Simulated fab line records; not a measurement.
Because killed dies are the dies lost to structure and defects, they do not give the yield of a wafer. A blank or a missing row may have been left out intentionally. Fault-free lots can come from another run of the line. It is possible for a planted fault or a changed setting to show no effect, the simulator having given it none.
Chamber matching    flow n5 finfet    4 sister chambers for N5_BEOL_M3_DESCUM_16 on rie diel-05
The step chemistry O2, time 7 s. 4 wafers are shown with their chamber, then 10 later ones without.

## WAFERS WITH THEIR CHAMBER
wafer   chamber  showerhead plenum p Torr (Torr)
L077.1  2        2.11
L081.3  1        2.03
L083.1  0        2.15
L083.2  3        2.14

## WAFERS WHOSE CHAMBER IS MISSING
wafer   showerhead plenum p Torr (Torr)
L083.6  2.11
L091.2  2.13
L091.3  2.02
L091.6  2.15
L092.1  2.15
L092.2  2.10
L092.5  2.13
L095.1  2.13
L095.3  2.15
L095.6  2.15

## THE CHAMBER EACH PASSED THROUGH
wafer   from the rows above           in truth
L083.6  2                             2
L091.2  can't be placed: 3 or 0 or 2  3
L091.3  1                             1
L091.6  can't be placed: 0 or 3       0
L092.1  can't be placed: 0 or 3       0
L092.2  2                             2
L092.5  can't be placed: 3 or 0 or 2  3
L095.1  can't be placed: 3 or 0 or 2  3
L095.3  can't be placed: 0 or 3       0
L095.6  can't be placed: 0 or 3       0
3 of 10 placed correctly. These rows do not allow placing 7 (true chamber among the candidates in 7). Placed wrongly: 0.
How it was worked out, from the rows above alone: a wafer's distance from a chamber is the root of the sum, over the readings, of the square of ((its reading less the chamber's mean) divided by the reading's scatter). If the next closest chamber is less than 2 further off than the closest, the wafer can't be placed; otherwise it belongs to the closest. Each chamber's mean is taken over the wafers shown for it. The scatter: root of mean squared gap, hidden wafer to nearest shown wafer, with one shown wafer a chamber.
